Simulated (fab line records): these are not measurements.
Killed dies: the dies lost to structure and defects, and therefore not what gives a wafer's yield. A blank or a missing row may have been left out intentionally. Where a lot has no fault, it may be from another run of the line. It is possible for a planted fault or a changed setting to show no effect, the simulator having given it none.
Comparing a struck lot with a sound one :: flow n5 finfet :: 16 out of 1938 route steps
Sound: the wafers L552.2, L552.5, L552.6. The struck wafers were L560.2, L560.3, L560.4. The cause is given at the end.
Each step with rows lists, per side, the tool, then ch with its chambers, then its first start. Under that, the readings that differ: sound wafers :: struck wafers :: difference of the means :: sigmas: that difference in standard deviations of wafers without a fault.
alike: readings whose means differ by less than 2 such deviations, and words and numbers that are the same on both sides. not compared: withheld readings, readings that some wafer has no value for, bounds like >300 that may hide the same value, and numbers for which the record gives no deviation and whose values overlap.
The two part at a step that has a row with sigmas, a row that says differs or no value, or rows on one side only. Numbers that don't overlap but have no deviation are shown without sigmas and don't part them. A reading missing from all wafers of one side parts the sides only when that side holds two or more wafers.

first, 4 steps without rows for these wafers: N5_HKMG_FIN_SOFTBAKE_07 (time 60 s); N5_HKMG_FIN_EXPOSE_09 (exposes mask NWFM); N5_HKMG_FIN_PEB_10 (peb time 60 s); N5_HKMG_FIN_DEVELOP_11 (develop time 30 s).
N5_HKMG_FIN_CD_MEAS_12: the cd target is 92.8 nm.
  sound on cd sem-02 ch 0, day 5 05:35; struck on cd sem-03 ch 0, day 7 07:20
  alike: cd nm
N5_HKMG_FIN_OVL_MEAS_13:
  sound on overlay-02 ch 0, day 5 05:37; struck on overlay-02 ch 0, day 7 07:22
  alike: NWFM_OVL
N5_HKMG_FIN_INSPECT_14: inspects for defects (macro).
  sound on defect inspect-01 at day 5 05:38; struck on defect inspect-01 at day 7 07:23
  alike: raw defect count
N5_HKMG_FIN_DESCUM_17: chemistry O2, time 7.9 s.
  sound on rie diel-04 ch 1,2,3, day 5 05:45; struck on rie diel-01 ch 0,1,2, day 7 07:26
  alike: chamber pressure mTorr, drypump motor current A, oes product au, rf vpp V, showerhead plenum p Torr, throttle valve pct
  not compared: rf hours counter h
N5_HKMG_FIN_ETCH_31: etches SiARC in CF4, target depth 45.5 nm, time 75.8 s.
  sound on rie diel-04 ch 1,2,3, day 5 05:47; struck on rie diel-01 ch 0,1,2, day 7 07:28
  alike: bias w, chamber pressure mTorr, drypump motor current A, etch rf on time s, mfc ar sccm, oes product au, rf vpp V, showerhead plenum p Torr, throttle valve pct
  not compared: rf hours counter h
N5_HKMG_FIN_ETCH_32: etches SOC in N2/H2, target depth 240 nm, time 300 s.
  sound on rie diel-04 ch 1,2,3, day 5 05:50; struck on rie diel-01 ch 0,1,2, day 7 07:31
  alike: bias w, chamber pressure mTorr, drypump motor current A, oes product au, rf vpp V, showerhead plenum p Torr, throttle valve pct
  not compared: rf hours counter h
then, 1 step without rows for these wafers: N5_HKMG_FIN_STRIP_33 (strips in N2/H2).
N5_HKMG_FIN_STRIP_34: strips in CF4.
  sound on rie diel-04 ch 1,2,3, day 5 06:02; struck on rie diel-01 ch 0,1,2, day 7 07:43
  alike: chamber pressure mTorr, drypump motor current A, oes product au, power w, rf vpp V, showerhead plenum p Torr, throttle valve pct
  not compared: rf hours counter h
N5_HKMG_FIN_ETCH_35: etches SOC in N2/H2, target depth 215.8 nm, time 243.4 s.
  sound on rie diel-04 ch 1,2,3, day 5 06:03; struck on rie diel-01 ch 0,1,2, day 7 07:44
reading: bias w (W)
sound: 5.011 4.986 4.998
struck: 4.764 4.754 4.742
difference: -0.245
sigmas: -18

reading: rf vpp V (V)
sound: 140.2 142.5 140.1
struck: 138.8 137.2 137.9
difference: -3.0
sigmas: -3
  alike: chamber pressure mTorr, drypump motor current A, oes product au, showerhead plenum p Torr, throttle valve pct
  not compared: rf hours counter h
N5_HKMG_FIN_STRIP_92: strips SOC in N2/H2, time 20 s.
  sound on rie diel-04 ch 1,2,3, day 5 06:12; struck on rie diel-01 ch 0,1,2, day 7 07:53
  alike: chamber pressure mTorr, drypump motor current A, oes product au, power w, rf vpp V, showerhead plenum p Torr, throttle valve pct
  not compared: rf hours counter h
-- here the record skips 6 days between the struck wafers' starts before and after, leaving off in module HKMG_FIN and picking up in module BEOL_M4 (first step shown: number 1111 of the route) --
N5_BEOL_M4_RC_MEAS_101:
  sound on prober-02 ch 0, day 11 04:25; struck on prober-02 ch 0, day 13 19:52
  alike: DIBL_N, DIBL_P, IOFF_N, IOFF_P, ION_N, ION_P, SS_N, SS_P, VT_N, VT_P
-- a jump in the record: the struck wafers' starts before and after are 4 days apart (it breaks off in module BEOL_M4 and resumes in module PASSIVATION, where the first step shown is number 1936 of the route) --
N5_PASSIVATION_PROBE_49:
  sound on prober-01 at day 15 13:22; struck on prober-01 at day 18 06:53
  alike: defect limited yield, killed_at_M0_to_M3, killed_at_M4_up, killed at contacts, killed at front end, killed at other, killed dies, killed open, killed short, sort_bin_5_function, sort_bin_6_memory, sort_bin_8_speed, sort n pass, sort yield pct

== WHERE THEY PART ==
Only at N5_HKMG_FIN_ETCH_35, as far as this record shows. Later steps at which nothing parts them and some readings are alike: N5_HKMG_FIN_STRIP_92, N5_BEOL_M4_RC_MEAS_101, N5_PASSIVATION_PROBE_49.

WHY: whatever the simulator had introduced
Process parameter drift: rie diel-01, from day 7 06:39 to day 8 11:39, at N5_HKMG_FIN_ETCH_35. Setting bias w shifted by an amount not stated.
